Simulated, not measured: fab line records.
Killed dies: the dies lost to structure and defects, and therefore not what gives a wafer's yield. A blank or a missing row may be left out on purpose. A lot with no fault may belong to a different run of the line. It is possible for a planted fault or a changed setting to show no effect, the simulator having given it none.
fab line records :: flow nand-harc
[record]
  lots = 13
  wafers = 39
  last-day = 25
route steps=1159 shown A_M0@1016 A_BONDPAD@1087 THIN_TSV@1116 END@1159
lots that met no fault: from a run of the same line without faults
start-h: the number of hours between the record's first day and the start of the first shown wafer of the lot :: wait-h: time in hours since the lot's previous step :: " identical to the entry in the row above :: L1.1+2: a row that stands for several wafers :: - no value present, or no start provided :: * or withheld: withheld :: < > ~ a bound
route shown NAME@n: names a module that has steps shown in the file, with the first one's number in the route :: usual: the fault-free wafers' mean and standard deviation :: same: alike in all rows :: chamber/n: place in a boat :: sites: readings site by site :: _std_site: the standard deviation of these :: _edge_site: inner sites' mean taken away from outer sites' mean :: radius-mm: for every site, how far away it sits from the centre of the wafer :: mask NAME#n: copy n :: behind: the tool/chamber that last shaped the wafer :: hold: why the lot was held/for how many hours/how that ended :: device: whichever transistor did not switch (one of n, p or np) :: end of line: tests of these same wafers at the route's end :: a step with no rows: only its recipe :: killed: at the first sort, the dies lost to defects and structure; wafer yield is something else :: map: per-die view of a wafer (x killed, . not killed, _ where there is no die)
set.NAME: the setting that was run; set.NAME@STEP: the one run at that earlier step :: model.NAME: the simulator's own value behind a step, which no gauge read
steps of the route over a sample of lots; a table a step, a row a wafer
services: from which hour (start-h, from the record's first day; less than 0 if before it) a tool's chamber was out of use, for how many hours, and why
[[steps]]
[step NHARC_A_M0_PVD_21]
[recipe]
  target-thk-a = 300
  chamber-pressure-pa = 5
  power-w = 5000
  substrate-temp-c = 30
  time-s = 20.49
  material = Cu
[usual]
  throttle-valve-pct = 30.5/1.1
[same]
  time-s = 20.49
lot.wafer: L141.2
tool: pvd-sputter-03
chamber: -
start-h: 401.84
wait-h: -
throttle-valve-pct: 30.5

lot.wafer: L141.3
tool: pvd-sputter-03
chamber: -
start-h: 401.84
wait-h: -
throttle-valve-pct: 28.5

lot.wafer: L141.5
tool: pvd-sputter-03
chamber: -
start-h: 401.84
wait-h: -
throttle-valve-pct: 28.7

lot.wafer: L142.2
tool: pvd-sputter-01
chamber: -
start-h: 406.36
wait-h: -
throttle-valve-pct: 31.4

lot.wafer: L142.3
tool: pvd-sputter-01
chamber: -
start-h: 406.36
wait-h: -
throttle-valve-pct: 31.6

lot.wafer: L142.4
tool: pvd-sputter-01
chamber: -
start-h: 406.36
wait-h: -
throttle-valve-pct: 30.0

lot.wafer: L144.1
tool: pvd-sputter-03
chamber: -
start-h: 406.96
wait-h: -
throttle-valve-pct: 28.9

lot.wafer: L144.4
tool: pvd-sputter-03
chamber: -
start-h: 406.96
wait-h: -
throttle-valve-pct: 30.8

lot.wafer: L144.6
tool: pvd-sputter-03
chamber: -
start-h: 406.96
wait-h: -
throttle-valve-pct: 30.5

lot.wafer: L143.4
tool: pvd-sputter-02
chamber: -
start-h: 407.50
wait-h: -
throttle-valve-pct: 30.6

lot.wafer: L143.5
tool: pvd-sputter-02
chamber: -
start-h: 407.50
wait-h: -
throttle-valve-pct: 28.2

lot.wafer: L143.6
tool: pvd-sputter-02
chamber: -
start-h: 407.50
wait-h: -
throttle-valve-pct: 29.5

lot.wafer: L145.3
tool: pvd-sputter-01
chamber: -
start-h: 418.98
wait-h: -
throttle-valve-pct: 30.0

lot.wafer: L145.2
tool: pvd-sputter-01
chamber: -
start-h: 418.98
wait-h: -
throttle-valve-pct: 29.6

lot.wafer: L145.6
tool: pvd-sputter-01
chamber: -
start-h: 418.98
wait-h: -
throttle-valve-pct: 30.1

lot.wafer: L148.2
tool: pvd-sputter-01
chamber: -
start-h: 434.22
wait-h: -
throttle-valve-pct: 29.8

lot.wafer: L148.4
tool: pvd-sputter-01
chamber: -
start-h: 434.22
wait-h: -
throttle-valve-pct: 31.7

lot.wafer: L148.5
tool: pvd-sputter-01
chamber: -
start-h: 434.22
wait-h: -
throttle-valve-pct: 30.2

lot.wafer: L147.3
tool: pvd-sputter-03
chamber: -
start-h: 453.54
wait-h: -
throttle-valve-pct: 30.4

lot.wafer: L147.2
tool: pvd-sputter-03
chamber: -
start-h: 453.54
wait-h: -
throttle-valve-pct: 28.6

lot.wafer: L147.4
tool: pvd-sputter-03
chamber: -
start-h: 453.54
wait-h: -
throttle-valve-pct: 30.6

lot.wafer: L153.2
tool: pvd-sputter-01
chamber: -
start-h: 464.16
wait-h: -
throttle-valve-pct: 30.2

lot.wafer: L153.4
tool: pvd-sputter-01
chamber: -
start-h: 464.16
wait-h: -
throttle-valve-pct: 29.5

lot.wafer: L153.1
tool: pvd-sputter-01
chamber: -
start-h: 464.16
wait-h: -
throttle-valve-pct: 31.9

lot.wafer: L156.3
tool: pvd-sputter-03
chamber: -
start-h: 492.67
wait-h: -
throttle-valve-pct: 30.4

lot.wafer: L156.4
tool: pvd-sputter-03
chamber: -
start-h: 492.67
wait-h: -
throttle-valve-pct: 32.2

lot.wafer: L156.5
tool: pvd-sputter-03
chamber: -
start-h: 492.67
wait-h: -
throttle-valve-pct: 32.2

lot.wafer: L157.1
tool: pvd-sputter-02
chamber: -
start-h: 498.73
wait-h: -
throttle-valve-pct: 29.4

lot.wafer: L157.6
tool: pvd-sputter-02
chamber: -
start-h: 498.73
wait-h: -
throttle-valve-pct: 30.7

lot.wafer: L157.5
tool: pvd-sputter-02
chamber: -
start-h: 498.73
wait-h: -
throttle-valve-pct: 28.0

lot.wafer: L158.3
tool: pvd-sputter-03
chamber: -
start-h: 498.91
wait-h: -
throttle-valve-pct: 31.8

lot.wafer: L158.4
tool: pvd-sputter-03
chamber: -
start-h: 498.91
wait-h: -
throttle-valve-pct: 29.6

lot.wafer: L158.1
tool: pvd-sputter-03
chamber: -
start-h: 498.91
wait-h: -
throttle-valve-pct: 30.5

lot.wafer: L161.4
tool: pvd-sputter-03
chamber: -
start-h: 514.85
wait-h: -
throttle-valve-pct: 32.0

lot.wafer: L161.2
tool: pvd-sputter-03
chamber: -
start-h: 514.85
wait-h: -
throttle-valve-pct: 29.7

lot.wafer: L161.3
tool: pvd-sputter-03
chamber: -
start-h: 514.85
wait-h: -
throttle-valve-pct: 30.7

lot.wafer: L163.1
tool: pvd-sputter-03
chamber: -
start-h: 546.10
wait-h: -
throttle-valve-pct: 32.3

lot.wafer: L163.4
tool: pvd-sputter-03
chamber: -
start-h: 546.10
wait-h: -
throttle-valve-pct: 29.5

lot.wafer: L163.3
tool: pvd-sputter-03
chamber: -
start-h: 546.10
wait-h: -
throttle-valve-pct: 30.4
[step NHARC_A_BONDPAD_ANNEAL_28]
[recipe]
  temp-c = 225
  time-s = 90
[usual]
  wafer_temp_C_max = 226.05/0.27
[same]
  time-s = 90
lot.wafer: L141.2
tool: rtp-anneal-02
chamber: 0
start-h: 411.34
wait-h: -
wafer_temp_C_max: 225.79

lot.wafer: L141.3
tool: rtp-anneal-02
chamber: 0
start-h: 411.34
wait-h: -
wafer_temp_C_max: 225.75

lot.wafer: L141.5
tool: rtp-anneal-02
chamber: 0
start-h: 411.34
wait-h: -
wafer_temp_C_max: 225.64

lot.wafer: L142.2
tool: rtp-anneal-01
chamber: 0
start-h: 416.18
wait-h: 0.3
wafer_temp_C_max: 226.23

lot.wafer: L142.3
tool: rtp-anneal-01
chamber: 0
start-h: 416.18
wait-h: 0.3
wafer_temp_C_max: 225.75

lot.wafer: L142.4
tool: rtp-anneal-01
chamber: 0
start-h: 416.18
wait-h: 0.3
wafer_temp_C_max: 226.55

lot.wafer: L144.1
tool: rtp-anneal-02
chamber: 0
start-h: 416.58
wait-h: 0.3
wafer_temp_C_max: 226.00

lot.wafer: L144.4
tool: rtp-anneal-02
chamber: 0
start-h: 416.58
wait-h: 0.3
wafer_temp_C_max: 225.89

lot.wafer: L144.6
tool: rtp-anneal-02
chamber: 0
start-h: 416.58
wait-h: 0.3
wafer_temp_C_max: 226.05

lot.wafer: L143.4
tool: rtp-anneal-01
chamber: 0
start-h: 416.98
wait-h: 0.4
wafer_temp_C_max: 226.20

lot.wafer: L143.5
tool: rtp-anneal-01
chamber: 0
start-h: 416.98
wait-h: 0.4
wafer_temp_C_max: 226.10

lot.wafer: L143.6
tool: rtp-anneal-01
chamber: 0
start-h: 416.98
wait-h: 0.4
wafer_temp_C_max: 226.58

lot.wafer: L145.2
tool: rtp-anneal-01
chamber: 0
start-h: 428.66
wait-h: 0.4
wafer_temp_C_max: 226.07

lot.wafer: L145.3
tool: rtp-anneal-01
chamber: 0
start-h: 428.66
wait-h: 0.4
wafer_temp_C_max: 226.59

lot.wafer: L145.6
tool: rtp-anneal-01
chamber: 0
start-h: 428.66
wait-h: 0.4
wafer_temp_C_max: 226.03

lot.wafer: L148.2
tool: rtp-anneal-01
chamber: 0
start-h: 443.61
wait-h: -
wafer_temp_C_max: 226.50

lot.wafer: L148.4
tool: rtp-anneal-01
chamber: 0
start-h: 443.61
wait-h: -
wafer_temp_C_max: 226.26

lot.wafer: L148.5
tool: rtp-anneal-01
chamber: 0
start-h: 443.61
wait-h: -
wafer_temp_C_max: 226.05

lot.wafer: L147.2
tool: rtp-anneal-02
chamber: 0
start-h: 463.30
wait-h: -
wafer_temp_C_max: 225.73

lot.wafer: L147.3
tool: rtp-anneal-02
chamber: 0
start-h: 463.30
wait-h: -
wafer_temp_C_max: 225.84

lot.wafer: L147.4
tool: rtp-anneal-02
chamber: 0
start-h: 463.30
wait-h: -
wafer_temp_C_max: 226.32

lot.wafer: L153.1
tool: rtp-anneal-01
chamber: 0
start-h: 473.30
wait-h: 0.3
wafer_temp_C_max: 226.14

lot.wafer: L153.2
tool: rtp-anneal-01
chamber: 0
start-h: 473.30
wait-h: 0.3
wafer_temp_C_max: 225.73

lot.wafer: L153.4
tool: rtp-anneal-01
chamber: 0
start-h: 473.30
wait-h: 0.3
wafer_temp_C_max: 226.45

lot.wafer: L156.3
tool: rtp-anneal-02
chamber: 0
start-h: 502.29
wait-h: 0.4
wafer_temp_C_max: 225.80

lot.wafer: L156.4
tool: rtp-anneal-02
chamber: 0
start-h: 502.29
wait-h: 0.4
wafer_temp_C_max: 225.89

lot.wafer: L156.5
tool: rtp-anneal-02
chamber: 0
start-h: 502.29
wait-h: 0.4
wafer_temp_C_max: 225.68

lot.wafer: L157.1
tool: rtp-anneal-01
chamber: 0
start-h: 507.87
wait-h: 0.3
wafer_temp_C_max: 226.56

lot.wafer: L157.5
tool: rtp-anneal-01
chamber: 0
start-h: 507.87
wait-h: 0.3
wafer_temp_C_max: 225.85

lot.wafer: L157.6
tool: rtp-anneal-01
chamber: 0
start-h: 507.87
wait-h: 0.3
wafer_temp_C_max: 225.83

lot.wafer: L158.1
tool: rtp-anneal-02
chamber: 0
start-h: 508.36
wait-h: 0.3
wafer_temp_C_max: 225.82

lot.wafer: L158.3
tool: rtp-anneal-02
chamber: 0
start-h: 508.36
wait-h: 0.3
wafer_temp_C_max: 225.82

lot.wafer: L158.4
tool: rtp-anneal-02
chamber: 0
start-h: 508.36
wait-h: 0.3
wafer_temp_C_max: 225.77

lot.wafer: L161.2
tool: rtp-anneal-01
chamber: 0
start-h: 525.28
wait-h: -
wafer_temp_C_max: 226.53

lot.wafer: L161.3
tool: rtp-anneal-01
chamber: 0
start-h: 525.28
wait-h: -
wafer_temp_C_max: 226.10

lot.wafer: L161.4
tool: rtp-anneal-01
chamber: 0
start-h: 525.28
wait-h: -
wafer_temp_C_max: 226.24

lot.wafer: L163.1
tool: rtp-anneal-01
chamber: 0
start-h: 555.72
wait-h: -
wafer_temp_C_max: 225.99

lot.wafer: L163.3
tool: rtp-anneal-01
chamber: 0
start-h: 555.72
wait-h: -
wafer_temp_C_max: 226.00

lot.wafer: L163.4
tool: rtp-anneal-01
chamber: 0
start-h: 555.72
wait-h: -
wafer_temp_C_max: 226.23
[step NHARC_A_BONDPAD_THK_MEAS_20]
[recipe]
  thk-meas-gauge = xrf
[usual]
  thk-nm = 170.1/1.7
lot.wafer: L141.2
tool: film-metro-02
chamber: -
start-h: 411.95
wait-h: -
thk-nm: 168.1

lot.wafer: L141.3
tool: film-metro-02
chamber: -
start-h: 411.95
wait-h: -
thk-nm: 169.3

lot.wafer: L141.5
tool: film-metro-02
chamber: -
start-h: 411.95
wait-h: -
thk-nm: 168.2

lot.wafer: L142.2
tool: film-metro-01
chamber: -
start-h: 416.79
wait-h: -
thk-nm: 169.5

lot.wafer: L142.3
tool: film-metro-01
chamber: -
start-h: 416.79
wait-h: -
thk-nm: 169.4

lot.wafer: L142.4
tool: film-metro-01
chamber: -
start-h: 416.79
wait-h: -
thk-nm: 166.7

lot.wafer: L144.1
tool: film-metro-02
chamber: -
start-h: 417.24
wait-h: -
thk-nm: 170.8

lot.wafer: L144.4
tool: film-metro-02
chamber: -
start-h: 417.24
wait-h: -
thk-nm: 169.9

lot.wafer: L144.6
tool: film-metro-02
chamber: -
start-h: 417.24
wait-h: -
thk-nm: 168.3

lot.wafer: L143.4
tool: film-metro-02
chamber: -
start-h: 417.49
wait-h: -
thk-nm: 169.5

lot.wafer: L143.5
tool: film-metro-02
chamber: -
start-h: 417.49
wait-h: -
thk-nm: 168.5

lot.wafer: L143.6
tool: film-metro-02
chamber: -
start-h: 417.49
wait-h: -
thk-nm: 166.4

lot.wafer: L145.2
tool: film-metro-01
chamber: -
start-h: 429.28
wait-h: -
thk-nm: 170.4

lot.wafer: L145.3
tool: film-metro-01
chamber: -
start-h: 429.28
wait-h: -
thk-nm: 171.7

lot.wafer: L145.6
tool: film-metro-01
chamber: -
start-h: 429.28
wait-h: -
thk-nm: 167.5

lot.wafer: L148.2
tool: film-metro-02
chamber: -
start-h: 444.22
wait-h: -
thk-nm: 168.8

lot.wafer: L148.4
tool: film-metro-02
chamber: -
start-h: 444.22
wait-h: -
thk-nm: 171.8

lot.wafer: L148.5
tool: film-metro-02
chamber: -
start-h: 444.22
wait-h: -
thk-nm: 171.4

lot.wafer: L147.2
tool: film-metro-01
chamber: -
start-h: 463.91
wait-h: -
thk-nm: 168.0

lot.wafer: L147.3
tool: film-metro-01
chamber: -
start-h: 463.91
wait-h: -
thk-nm: 168.7

lot.wafer: L147.4
tool: film-metro-01
chamber: -
start-h: 463.91
wait-h: -
thk-nm: 168.3

lot.wafer: L153.1
tool: film-metro-02
chamber: -
start-h: 473.97
wait-h: -
thk-nm: 169.9

lot.wafer: L153.2
tool: film-metro-02
chamber: -
start-h: 473.97
wait-h: -
thk-nm: 172.6

lot.wafer: L153.4
tool: film-metro-02
chamber: -
start-h: 473.97
wait-h: -
thk-nm: 166.2

lot.wafer: L156.3
tool: film-metro-01
chamber: -
start-h: 502.85
wait-h: -
thk-nm: 169.5

lot.wafer: L156.4
tool: film-metro-01
chamber: -
start-h: 502.85
wait-h: -
thk-nm: 172.2

lot.wafer: L156.5
tool: film-metro-01
chamber: -
start-h: 502.85
wait-h: -
thk-nm: 169.6

lot.wafer: L157.1
tool: film-metro-01
chamber: -
start-h: 508.53
wait-h: -
thk-nm: 169.8

lot.wafer: L157.5
tool: film-metro-01
chamber: -
start-h: 508.53
wait-h: -
thk-nm: 170.8

lot.wafer: L157.6
tool: film-metro-01
chamber: -
start-h: 508.53
wait-h: -
thk-nm: 171.9

lot.wafer: L158.1
tool: film-metro-01
chamber: -
start-h: 509.03
wait-h: -
thk-nm: 169.3

lot.wafer: L158.3
tool: film-metro-01
chamber: -
start-h: 509.03
wait-h: -
thk-nm: 168.6

lot.wafer: L158.4
tool: film-metro-01
chamber: -
start-h: 509.03
wait-h: -
thk-nm: 170.3

lot.wafer: L161.2
tool: film-metro-01
chamber: -
start-h: 525.90
wait-h: -
thk-nm: 173.2

lot.wafer: L161.3
tool: film-metro-01
chamber: -
start-h: 525.90
wait-h: -
thk-nm: 172.0

lot.wafer: L161.4
tool: film-metro-01
chamber: -
start-h: 525.90
wait-h: -
thk-nm: 172.7

lot.wafer: L163.1
tool: film-metro-02
chamber: -
start-h: 556.39
wait-h: -
thk-nm: 172.3

lot.wafer: L163.3
tool: film-metro-02
chamber: -
start-h: 556.39
wait-h: -
thk-nm: 175.5

lot.wafer: L163.4
tool: film-metro-02
chamber: -
start-h: 556.39
wait-h: -
thk-nm: 171.2
[step NHARC_THIN_TSV_CD_MEAS_12]
[recipe]
  target-cd-nm = 1000
  landing-energy-ev = 500
[usual]
  cd-nm = 1000.8/2
[same]
  landing-energy-ev = 500
lot.wafer: L141.2
tool: cd-sem-01
chamber: 0
start-h: 428.89
wait-h: -
cd-nm: 1001.9

lot.wafer: L141.3
tool: cd-sem-01
chamber: 0
start-h: 428.89
wait-h: -
cd-nm: 1001.8

lot.wafer: L141.5
tool: cd-sem-01
chamber: 0
start-h: 428.89
wait-h: -
cd-nm: 1001.3

lot.wafer: L143.4
tool: cd-sem-01
chamber: 0
start-h: 431.34
wait-h: -
cd-nm: 1001.9

lot.wafer: L143.5
tool: cd-sem-01
chamber: 0
start-h: 431.34
wait-h: -
cd-nm: 1003.5

lot.wafer: L143.6
tool: cd-sem-01
chamber: 0
start-h: 431.34
wait-h: -
cd-nm: 1000.5

lot.wafer: L144.1
tool: cd-sem-01
chamber: 0
start-h: 432.60
wait-h: -
cd-nm: 999.9

lot.wafer: L144.4
tool: cd-sem-01
chamber: 0
start-h: 432.60
wait-h: -
cd-nm: 998.8

lot.wafer: L144.6
tool: cd-sem-01
chamber: 0
start-h: 432.60
wait-h: -
cd-nm: 1000.2

lot.wafer: L142.2
tool: cd-sem-02
chamber: 0
start-h: 434.00
wait-h: -
cd-nm: 996.0

lot.wafer: L142.3
tool: cd-sem-02
chamber: 0
start-h: 434.00
wait-h: -
cd-nm: 999.1

lot.wafer: L142.4
tool: cd-sem-02
chamber: 0
start-h: 434.00
wait-h: -
cd-nm: 999.7

lot.wafer: L145.2
tool: cd-sem-01
chamber: 0
start-h: 445.05
wait-h: -
cd-nm: 997.8

lot.wafer: L145.3
tool: cd-sem-01
chamber: 0
start-h: 445.05
wait-h: -
cd-nm: 998.7

lot.wafer: L145.6
tool: cd-sem-01
chamber: 0
start-h: 445.05
wait-h: -
cd-nm: 999.4

lot.wafer: L148.2
tool: cd-sem-03
chamber: 0
start-h: 456.98
wait-h: -
cd-nm: 1003.1

lot.wafer: L148.4
tool: cd-sem-03
chamber: 0
start-h: 456.98
wait-h: -
cd-nm: 1000.9

lot.wafer: L148.5
tool: cd-sem-03
chamber: 0
start-h: 456.98
wait-h: -
cd-nm: 1003.4

lot.wafer: L147.2
tool: cd-sem-01
chamber: 0
start-h: 476.09
wait-h: -
cd-nm: 998.1

lot.wafer: L147.3
tool: cd-sem-01
chamber: 0
start-h: 476.09
wait-h: -
cd-nm: 1000.9

lot.wafer: L147.4
tool: cd-sem-01
chamber: 0
start-h: 476.09
wait-h: -
cd-nm: 1002.1

lot.wafer: L153.1
tool: cd-sem-03
chamber: 0
start-h: 487.90
wait-h: -
cd-nm: 1000.0

lot.wafer: L153.2
tool: cd-sem-03
chamber: 0
start-h: 487.90
wait-h: -
cd-nm: 995.0

lot.wafer: L153.4
tool: cd-sem-03
chamber: 0
start-h: 487.90
wait-h: -
cd-nm: 995.8

lot.wafer: L156.3
tool: cd-sem-02
chamber: 0
start-h: 517.73
wait-h: -
cd-nm: 998.5

lot.wafer: L156.4
tool: cd-sem-02
chamber: 0
start-h: 517.73
wait-h: -
cd-nm: 999.4

lot.wafer: L156.5
tool: cd-sem-02
chamber: 0
start-h: 517.73
wait-h: -
cd-nm: 998.7

lot.wafer: L157.1
tool: cd-sem-01
chamber: 0
start-h: 519.05
wait-h: -
cd-nm: 1001.6

lot.wafer: L157.5
tool: cd-sem-01
chamber: 0
start-h: 519.05
wait-h: -
cd-nm: 1003.1

lot.wafer: L157.6
tool: cd-sem-01
chamber: 0
start-h: 519.05
wait-h: -
cd-nm: 1000.8

lot.wafer: L158.1
tool: cd-sem-03
chamber: 0
start-h: 525.87
wait-h: -
cd-nm: 1001.0

lot.wafer: L158.3
tool: cd-sem-03
chamber: 0
start-h: 525.87
wait-h: -
cd-nm: 1003.5

lot.wafer: L158.4
tool: cd-sem-03
chamber: 0
start-h: 525.87
wait-h: -
cd-nm: 999.2

lot.wafer: L161.2
tool: cd-sem-03
chamber: 0
start-h: 541.26
wait-h: -
cd-nm: 1003.9

lot.wafer: L161.3
tool: cd-sem-03
chamber: 0
start-h: 541.26
wait-h: -
cd-nm: 1000.7

lot.wafer: L161.4
tool: cd-sem-03
chamber: 0
start-h: 541.26
wait-h: -
cd-nm: 1005.1

lot.wafer: L163.1
tool: cd-sem-02
chamber: 0
start-h: 570.38
wait-h: -
cd-nm: 1002.9

lot.wafer: L163.3
tool: cd-sem-02
chamber: 0
start-h: 570.38
wait-h: -
cd-nm: 1002.2

lot.wafer: L163.4
tool: cd-sem-02
chamber: 0
start-h: 570.38
wait-h: -
cd-nm: 1003.8
[step NHARC_END_SORT_01]
[recipe]
  temp-c = 25
[usual]
  defect-limited-yield = 95.3/1.6
  killed-at-array = 27/12
  killed-at-other = 0.8/1
  killed-at-periphery = 4.0/2.5
  killed-dies = 32/11
  killed-open = 3.3/1.8
  killed-short = 2.0/1.5
  sort_bin_2_pct = 1.5/0.59
  sort_bin_3_pct = 0.27/0.22
  sort_bin_4_pct = 3.0/1.1
  sort-n-pass = 645/11
  sort-rim-yield-pct = 95.6/2.7
  sort-yield-pct = 95.3/1.6
[same]
  gross-dies = 677
  sort_bin_5_pct[%] = 0
  sort_bin_6_pct[%] = 0
  sort_bin_7_pct[%] = 0
  sort_bin_8_pct[%] = 0
  sort-rim-n-gross = 106.00
lot.wafer: L153.1
tool: prober-02
chamber: 0
start-h: 504.21
wait-h: 2.5
defect-limited-yield[%]: 85.5
killed-at-array: 96
killed-at-other: 0
killed-at-periphery: 2
killed-dies: 98
killed-open: 3
killed-short: 2
sort_bin_2_pct[%]: 6.2
sort_bin_3_pct[%]: 3.69
sort_bin_4_pct[%]: 4.6
sort-n-pass: 579
sort-rim-yield-pct[%]: 77.4
sort-yield-pct[%]: 85.5

lot.wafer: L153.2
tool: prober-02
chamber: 0
start-h: 505.00
wait-h: 2.8
defect-limited-yield[%]: 79.9
killed-at-array: 131
killed-at-other: 1
killed-at-periphery: 4
killed-dies: 136
killed-open: 4
killed-short: 6
sort_bin_2_pct[%]: 6.5
sort_bin_3_pct[%]: 4.58
sort_bin_4_pct[%]: 9.0
sort-n-pass: 541
sort-rim-yield-pct[%]: 84.0
sort-yield-pct[%]: 79.9

lot.wafer: L153.4
tool: prober-02
chamber: 0
start-h: 506.59
wait-h: 3.4
defect-limited-yield[%]: 83.9
killed-at-array: 107
killed-at-other: 0
killed-at-periphery: 2
killed-dies: 109
killed-open: 4
killed-short: 0
sort_bin_2_pct[%]: 5.8
sort_bin_3_pct[%]: 3.10
sort_bin_4_pct[%]: 7.2
sort-n-pass: 568
sort-rim-yield-pct[%]: 85.8
sort-yield-pct[%]: 83.9

lot.wafer: L157.1
tool: prober-02
chamber: 0
start-h: 533.11
wait-h: 2.5
defect-limited-yield[%]: 96.6
killed-at-array: 17
killed-at-other: 1
killed-at-periphery: 5
killed-dies: 23
killed-open: 5
killed-short: 0
sort_bin_2_pct[%]: 0.7
sort_bin_3_pct[%]: 0.15
sort_bin_4_pct[%]: 2.5
sort-n-pass: 654
sort-rim-yield-pct[%]: 92.5
sort-yield-pct[%]: 96.6

lot.wafer: L157.5
tool: prober-02
chamber: 0
start-h: 536.35
wait-h: 3.7
defect-limited-yield[%]: 96.2
killed-at-array: 13
killed-at-other: 1
killed-at-periphery: 12
killed-dies: 26
killed-open: 4
killed-short: 5
sort_bin_2_pct[%]: 1.6
sort_bin_3_pct[%]: 0.15
sort_bin_4_pct[%]: 2.1
sort-n-pass: 651
sort-rim-yield-pct[%]: 99.1
sort-yield-pct[%]: 96.2

lot.wafer: L157.6
tool: prober-02
chamber: 0
start-h: 537.16
wait-h: 4.1
defect-limited-yield[%]: 97.6
killed-at-array: 12
killed-at-other: 0
killed-at-periphery: 4
killed-dies: 16
killed-open: 3
killed-short: 1
sort_bin_2_pct[%]: 0.4
sort_bin_3_pct[%]: 0.30
sort_bin_4_pct[%]: 1.6
sort-n-pass: 661
sort-rim-yield-pct[%]: 96.2
sort-yield-pct[%]: 97.6
// killed by level:class
L153.1 A_M0:unspecified=65 A_CHANNEL_HOLE_D1:chamber-film-flake=13 A_SLIT:chamber-film-flake=10 A_WL_FILL:chamber-film-flake=2 P_CONTACT:geometric-particle:short=1 P_M0:geometric-particle:open=1 A_CHANNEL_FILL_D1:geometric-particle:short=1 A_CONTACT:geometric-particle:open=1
L153.2 A_M0:unspecified=87 A_CHANNEL_HOLE_D1:chamber-film-flake=21 A_SLIT:chamber-film-flake=10 A_STAIRCASE:chamber-film-flake=4 P_CONTACT:geometric-particle:short=2 A_WL_FILL:geometric-particle:short=2 A_CONTACT:chamber-film-flake=2 P_CONTACT:geometric-particle:open=1
L153.4 A_M0:unspecified=66 A_CHANNEL_HOLE_D1:chamber-film-flake=21 A_SLIT:chamber-film-flake=14 A_STAIRCASE:chamber-film-flake=2 A_CONTACT:chamber-film-flake=2 P_GATE:geometric-particle:open=1 P_M0:geometric-particle:open=1 A_ONON_D1:geometric-particle:open=1
L157.1 A_CHANNEL_HOLE_D1:chamber-film-flake=6 A_CONTACT:chamber-film-flake=5 A_CONTACT:geometric-particle:open=3 P_ZERO_WELL:chamber-film-flake=2 P_GATE:chamber-film-flake=2 P_CONTACT:geometric-particle:open=1 A_WL_FILL:geometric-particle:open=1 A_STAIRCASE:chamber-film-flake=1
L157.5 A_CHANNEL_HOLE_D1:chamber-film-flake=6 P_M0:chamber-film-flake=5 P_CONTACT:geometric-particle:open=2 A_STAIRCASE:geometric-particle:short=2 P_ZERO_WELL:chamber-film-flake=2 A_WL_FILL:chamber-film-flake=2 P_GATE:geometric-particle:short=1 P_M0:geometric-particle:short=1
L157.6 A_CHANNEL_HOLE_D1:chamber-film-flake=5 A_CONTACT:chamber-film-flake=3 P_CONTACT:geometric-particle:open=2 A_WL_FILL:chamber-film-flake=2 P_GATE:geometric-particle:short=1 A_CONTACT:geometric-particle:open=1 P_ZERO_WELL:chamber-film-flake=1 A_STAIRCASE:chamber-film-flake=1
[[services]]
tool: pvd-sputter-02
chamber: -
start-h: 392.05
hours: 10.0
kind: pm

tool: pvd-sputter-01
chamber: -
start-h: 399.50
hours: 2.3
kind: repair

tool: pvd-sputter-03
chamber: -
start-h: 458.03
hours: 10.0
kind: pm

tool: pvd-sputter-01
chamber: -
start-h: 506.87
hours: 1.2
kind: repair

tool: pvd-sputter-02
chamber: -
start-h: 511.08
hours: 3.1
kind: repair

tool: pvd-sputter-01
chamber: -
start-h: 514.01
hours: 10.0
kind: pm

tool: rtp-anneal-02
chamber: -
start-h: 523.08
hours: 2.3
kind: repair

tool: pvd-sputter-02
chamber: -
start-h: 525.84
hours: 12.5
kind: repair
[[key]]
[first-sign]
  step = NHARC_END_SORT_01
  reading = killed-dies
  direction = up
  sigmas = 7.4
  usual = 32
  struck = 114
[effect]
  step = NHARC_END_SORT_01
  reading = defect-limited-yield
  direction = down
  sigmas = 7.4
  usual = 95.3
  struck = 83.1
[more-kills-born-at]
  NHARC_A_M0_PVD_21@pvd-sputter-01 = 218
met-at NHARC_A_M0_PVD_21
struck-lots L153
not-acting-at NHARC_A_BONDPAD_ANNEAL_28,NHARC_A_BONDPAD_THK_MEAS_20,NHARC_THIN_TSV_CD_MEAS_12
onset-between 434.22 464.16
[fault]
  kind = chamber-particle-source
  tool = pvd-sputter-01
  chamber = -
  onset-h = 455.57
  steps = NHARC_A_M0_PVD_21
  rate-per-visit-cm2 = 0.83291
